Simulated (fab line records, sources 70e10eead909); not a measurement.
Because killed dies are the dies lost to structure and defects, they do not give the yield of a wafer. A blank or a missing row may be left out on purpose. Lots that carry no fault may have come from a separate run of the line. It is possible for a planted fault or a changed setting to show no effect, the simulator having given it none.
Matching of chambers || flow nand_harc || NHARC_A_STAIRCASE_ETCH_292 on rie_diel-02 has 4 sister chambers
The step etches the open film in CF4/CHF3. 22 wafers are shown with their chamber, then 11 later ones without.

== WAFERS WITH THEIR CHAMBER ==
{"wafer": "L074.3", "chamber": 0, "drypump_motor_current_A (A)": 6.0, "showerhead_plenum_p_Torr (Torr)": 1.57, "rf_vpp_V (V)": 371.1}
{"wafer": "L074.5", "chamber": 2, "drypump_motor_current_A (A)": 5.7, "showerhead_plenum_p_Torr (Torr)": 1.49, "rf_vpp_V (V)": 368.8}
{"wafer": "L074.6", "chamber": 3, "drypump_motor_current_A (A)": 5.2, "showerhead_plenum_p_Torr (Torr)": 1.49, "rf_vpp_V (V)": 368.4}
{"wafer": "L075.1", "chamber": 2, "drypump_motor_current_A (A)": 5.6, "showerhead_plenum_p_Torr (Torr)": 1.49, "rf_vpp_V (V)": 367.2}
{"wafer": "L075.2", "chamber": 1, "drypump_motor_current_A (A)": 6.0, "showerhead_plenum_p_Torr (Torr)": 1.59, "rf_vpp_V (V)": 369.9}
{"wafer": "L075.5", "chamber": 1, "drypump_motor_current_A (A)": 6.0, "showerhead_plenum_p_Torr (Torr)": 1.59, "rf_vpp_V (V)": 370.9}
{"wafer": "L078.2", "chamber": 2, "drypump_motor_current_A (A)": 5.6, "showerhead_plenum_p_Torr (Torr)": 1.49, "rf_vpp_V (V)": 368.0}
{"wafer": "L078.4", "chamber": 3, "drypump_motor_current_A (A)": 5.2, "showerhead_plenum_p_Torr (Torr)": 1.49, "rf_vpp_V (V)": 367.3}
{"wafer": "L078.5", "chamber": 2, "drypump_motor_current_A (A)": 5.7, "showerhead_plenum_p_Torr (Torr)": 1.49, "rf_vpp_V (V)": 368.6}
{"wafer": "L081.1", "chamber": 0, "drypump_motor_current_A (A)": 6.1, "showerhead_plenum_p_Torr (Torr)": 1.56, "rf_vpp_V (V)": 370.4}
{"wafer": "L081.2", "chamber": 3, "drypump_motor_current_A (A)": 5.2, "showerhead_plenum_p_Torr (Torr)": 1.48, "rf_vpp_V (V)": 367.6}
{"wafer": "L081.3", "chamber": 1, "drypump_motor_current_A (A)": 6.0, "showerhead_plenum_p_Torr (Torr)": 1.59, "rf_vpp_V (V)": 372.6}
{"wafer": "L082.4", "chamber": 2, "drypump_motor_current_A (A)": 5.7, "showerhead_plenum_p_Torr (Torr)": 1.48, "rf_vpp_V (V)": 368.1}
{"wafer": "L082.5", "chamber": 3, "drypump_motor_current_A (A)": 5.3, "showerhead_plenum_p_Torr (Torr)": 1.48, "rf_vpp_V (V)": 367.0}
{"wafer": "L082.6", "chamber": 0, "drypump_motor_current_A (A)": 6.0, "showerhead_plenum_p_Torr (Torr)": 1.56, "rf_vpp_V (V)": 369.0}
{"wafer": "L084.2", "chamber": 1, "drypump_motor_current_A (A)": 6.0, "showerhead_plenum_p_Torr (Torr)": 1.58, "rf_vpp_V (V)": 369.8}
{"wafer": "L084.3", "chamber": 3, "drypump_motor_current_A (A)": 5.2, "showerhead_plenum_p_Torr (Torr)": 1.48, "rf_vpp_V (V)": 368.1}
{"wafer": "L084.6", "chamber": 2, "drypump_motor_current_A (A)": 5.7, "showerhead_plenum_p_Torr (Torr)": 1.48, "rf_vpp_V (V)": 368.7}
{"wafer": "L085.1", "chamber": 1, "drypump_motor_current_A (A)": 6.0, "showerhead_plenum_p_Torr (Torr)": 1.58, "rf_vpp_V (V)": 370.5}
{"wafer": "L085.4", "chamber": 3, "drypump_motor_current_A (A)": 5.2, "showerhead_plenum_p_Torr (Torr)": 1.48, "rf_vpp_V (V)": 367.7}
{"wafer": "L085.6", "chamber": 3, "drypump_motor_current_A (A)": 5.2, "showerhead_plenum_p_Torr (Torr)": 1.48, "rf_vpp_V (V)": 368.3}
{"wafer": "L086.1", "chamber": 3, "drypump_motor_current_A (A)": 5.2, "showerhead_plenum_p_Torr (Torr)": 1.48, "rf_vpp_V (V)": 367.5}

SIGNATURES, as means of the wafers listed above
{"reading": "drypump_motor_current_A", "chamber 0": 6.033, "chamber 1": 6.000, "chamber 2": 5.667, "chamber 3": 5.213, "scatter within a chamber": 0.04}
{"reading": "showerhead_plenum_p_Torr", "chamber 0": 1.5633, "chamber 1": 1.5860, "chamber 2": 1.4867, "chamber 3": 1.4825, "scatter within a chamber": 0.00511}
{"reading": "rf_vpp_V", "chamber 0": 370.167, "chamber 1": 370.740, "chamber 2": 368.233, "chamber 3": 367.738, "scatter within a chamber": 0.779}
Rule: a wafer's distance from a chamber is the root of the sum, over the readings, of the square of ((its reading less the chamber's mean) divided by the reading's scatter). The wafer belongs to the nearest chamber; if the next one is less than 2 further off, it can't be placed. How the scatter is found: for the shown wafers, subtract from each reading the mean of its chamber, square and add these, divide the total by (wafers less chambers), then take the root.

== WAFERS MISSING THEIR CHAMBER ==
{"wafer": "L086.2", "drypump_motor_current_A (A)": 5.7, "showerhead_plenum_p_Torr (Torr)": 1.48, "rf_vpp_V (V)": 366.4}
{"wafer": "L086.6", "drypump_motor_current_A (A)": 6.0, "showerhead_plenum_p_Torr (Torr)": 1.56, "rf_vpp_V (V)": 370.8}
{"wafer": "L093.1", "drypump_motor_current_A (A)": 6.0, "showerhead_plenum_p_Torr (Torr)": 1.58, "rf_vpp_V (V)": 372.3}
{"wafer": "L093.4", "drypump_motor_current_A (A)": 5.2, "showerhead_plenum_p_Torr (Torr)": 1.47, "rf_vpp_V (V)": 368.5}
{"wafer": "L093.5", "drypump_motor_current_A (A)": 5.2, "showerhead_plenum_p_Torr (Torr)": 1.47, "rf_vpp_V (V)": 367.3}
{"wafer": "L096.2", "drypump_motor_current_A (A)": 6.0, "showerhead_plenum_p_Torr (Torr)": 1.58, "rf_vpp_V (V)": 372.6}
{"wafer": "L096.3", "drypump_motor_current_A (A)": 5.2, "showerhead_plenum_p_Torr (Torr)": 1.47, "rf_vpp_V (V)": 366.6}
{"wafer": "L096.6", "drypump_motor_current_A (A)": 6.1, "showerhead_plenum_p_Torr (Torr)": 1.55, "rf_vpp_V (V)": 370.4}
{"wafer": "L096.1", "drypump_motor_current_A (A)": 5.7, "showerhead_plenum_p_Torr (Torr)": 1.47, "rf_vpp_V (V)": 367.8}
{"wafer": "L096.4", "drypump_motor_current_A (A)": 6.1, "showerhead_plenum_p_Torr (Torr)": 1.55, "rf_vpp_V (V)": 370.4}
{"wafer": "L096.5", "drypump_motor_current_A (A)": 5.2, "showerhead_plenum_p_Torr (Torr)": 1.47, "rf_vpp_V (V)": 367.5}

== THE CHAMBER EACH PASSED THROUGH ==
{"wafer": "L086.2", "from the rows above": 2, "in truth": 2}
{"wafer": "L086.6", "from the rows above": 0, "in truth": 0}
{"wafer": "L093.1", "from the rows above": 1, "in truth": 1}
{"wafer": "L093.4", "from the rows above": 3, "in truth": 3}
{"wafer": "L093.5", "from the rows above": 3, "in truth": 3}
{"wafer": "L096.2", "from the rows above": "can't be placed: 1 or 0", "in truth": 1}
{"wafer": "L096.3", "from the rows above": 3, "in truth": 3}
{"wafer": "L096.6", "from the rows above": 0, "in truth": 0}
{"wafer": "L096.1", "from the rows above": 2, "in truth": 2}
{"wafer": "L096.4", "from the rows above": 0, "in truth": 0}
{"wafer": "L096.5", "from the rows above": 3, "in truth": 3}
Placed correctly: 10 of 11. Can't be placed from these rows: 1 (the true chamber is among the candidates in 1). 0 placed wrongly.
